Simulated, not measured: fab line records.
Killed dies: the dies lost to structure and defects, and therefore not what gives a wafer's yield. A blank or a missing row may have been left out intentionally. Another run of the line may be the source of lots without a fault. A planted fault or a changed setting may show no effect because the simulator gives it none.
What tool caused it? | flow nand-harc | Sampling: 12 lots, 36 wafers, 6 of 1159 route steps

WHAT EACH GAUGE READ, for each wafer
NHARC_A_SLIT_CD_MEAS_09: target cd 300 nm.
lot  | measured     | on        | cd-nm (nm)
L076 | day 15 02:04 | cd-sem-02 | 299.7 300.2 299.6
L077 | day 15 00:06 | cd-sem-01 | 300.0 299.7 299.7
L080 | day 15 05:58 | cd-sem-03 | 299.8 300.4 300.1
L081 | day 16 08:43 | cd-sem-03 | 300.5 300.1 301.1
L083 | day 16 20:30 | cd-sem-02 | 300.5 300.5 300.5
L084 | day 16 18:55 | cd-sem-01 | 300.9 301.4 300.6
L086 | day 18 01:41 | cd-sem-02 | 298.7 299.8 300.1
L088 | day 18 03:39 | cd-sem-02 | 299.6 300.6 301.1
L091 | day 18 15:10 | cd-sem-02 | 300.7 299.7 299.9
L093 | day 18 21:19 | cd-sem-01 | 299.1 299.1 299.4
L095 | day 18 21:31 | cd-sem-03 | 301.2 301.5 301.1
L097 | day 20 05:00 | cd-sem-02 | 300.3 299.7 299.8

EACH LOT AND THE TOOL THAT RAN IT (in order: tool; ch and the chambers of the sampled wafers; start)
lot  | NHARC_A_STAIRCASE_TRIM_226                    | NHARC_A_STAIRCASE_ETCH_227                    | NHARC_A_STAIRCASE_ETCH_230                    | NHARC_A_STAIRCASE_TRIM_233                    | NHARC_A_STAIRCASE_CMP_472
L076 | rie-diel-05 ch 0,1, day 14 12:50 or earlier   | rie-diel-05 ch 0,1, day 14 12:50 or earlier   | rie-diel-05 ch 1,3, day 14 12:50 or earlier   | rie-diel-05 ch 1,2, day 14 12:50 or earlier   | cmp-03 ch 0,1, day 14 12:50
L077 | rie-diel-11 ch 0,2, day 14 13:50 or earlier   | rie-diel-11 ch 0,2, day 14 13:50 or earlier   | rie-diel-11 ch 0,2, day 14 13:50 or earlier   | rie-diel-11 ch 0,1, day 14 13:50 or earlier   | cmp-02 ch 0,1,3, day 14 13:50
L080 | rie-diel-02 ch 2,3, day 14 16:55 or earlier   | rie-diel-02 ch 2,3, day 14 16:55 or earlier   | rie-diel-05 ch 1,2, day 14 16:55 or earlier   | rie-diel-05 ch 1,2,3, day 14 16:55 or earlier | cmp-02 ch 2,3, day 14 16:55
L081 | rie-diel-11 ch 0,1,2, day 15 19:23 or earlier | rie-diel-11 ch 1,2,3, day 15 19:23 or earlier | rie-diel-02 ch 0,1,3, day 15 19:23 or earlier | rie-diel-02 ch 0,2,3, day 15 19:23 or earlier | cmp-01 ch 0,2,3, day 15 19:23
L083 | rie-diel-11 ch 0,1,2, day 16 08:30 or earlier | rie-diel-11 ch 0,3, day 16 08:30 or earlier   | rie-diel-02 ch 0,1,3, day 16 08:30 or earlier | rie-diel-02 ch 0,3, day 16 08:30 or earlier   | cmp-01 ch 1,2, day 16 08:30
L084 | rie-diel-11 ch 0,1,3, day 16 10:20 or earlier | rie-diel-11 ch 2,3, day 16 10:20 or earlier   | rie-diel-05 ch 0,3, day 16 10:20 or earlier   | rie-diel-05 ch 0,2,3, day 16 10:20 or earlier | cmp-02 ch 0,3, day 16 10:20
L086 | rie-diel-11 ch 0,1,2, day 17 14:39 or earlier | rie-diel-11 ch 0,1,2, day 17 14:39 or earlier | rie-diel-05 ch 0,1,3, day 17 14:39 or earlier | rie-diel-05 ch 0,1,3, day 17 14:39 or earlier | cmp-03 ch 0,1,2, day 17 14:39
L088 | rie-diel-11 ch 0,2, day 17 15:21 or earlier   | rie-diel-11 ch 0,2, day 17 15:21 or earlier   | rie-diel-11 ch 0,1, day 17 15:21 or earlier   | rie-diel-11 ch 0,1,2, day 17 15:21 or earlier | cmp-01 ch 2,3, day 17 15:21
L091 | rie-diel-11 ch 0,2, day 18 03:50 or earlier   | rie-diel-11 ch 0,1,2, day 18 03:50 or earlier | rie-diel-11 ch 2,3, day 18 03:50 or earlier   | rie-diel-11 ch 0,1,2, day 18 03:50 or earlier | cmp-03 ch 0,3, day 18 03:50
L093 | rie-diel-05 ch 0,1,2, day 18 09:15 or earlier | rie-diel-05 ch 0,2,3, day 18 09:15 or earlier | rie-diel-02 ch 0,3, day 18 09:15 or earlier   | rie-diel-02 ch 0,1, day 18 09:15 or earlier   | cmp-02 ch 0,3, day 18 09:15
L095 | rie-diel-05 ch 0,1,2, day 18 09:08 or earlier | rie-diel-05 ch 1,2, day 18 09:08 or earlier   | rie-diel-05 ch 0,2,3, day 18 09:08 or earlier | rie-diel-05 ch 0,2,3, day 18 09:08 or earlier | cmp-01 ch 2,3, day 18 09:08
L097 | rie-diel-05 ch 0,1,2, day 19 19:34 or earlier | rie-diel-05 ch 0,1,2, day 19 19:34 or earlier | rie-diel-11 ch 0,1,3, day 19 19:34 or earlier | rie-diel-11 ch 2,3, day 19 19:34 or earlier   | cmp-01 ch 1,2, day 19 19:34
- NHARC_A_STAIRCASE_TRIM_226: chemistry O2, time 211.2 s.
- NHARC_A_STAIRCASE_ETCH_227: etches the open film in C4F8/O2, target depth 100 nm, time 40.5 s.
- NHARC_A_STAIRCASE_ETCH_230: etches the open film in C4F8/O2, target depth 100 nm, time 40.5 s.
- NHARC_A_STAIRCASE_TRIM_233: chemistry O2, time 211.2 s.
- NHARC_A_STAIRCASE_CMP_472: polishes SiO2.

THE ANSWER, worked out from the rows above alone
Rule: usual is defined by the lots themselves. The widest of any qualifying gaps counts: lots, ordered by their means at a reading, are off when they make up no more than a third of the lots, leave a main group of 4 or more, and stand apart from it by 3 or more times the standard deviation of that group's means. Not used: any main group whose means are identical at the precision the tables above print for the reading. Also off: a lot with no number at a reading for which 4 or more lots have one. Any other lot the step has rows for is counted as sound.
Across all readings shown, no lot is off: no conclusion can be drawn from this.

WHAT WAS PUT IN BY THE SIMULATOR
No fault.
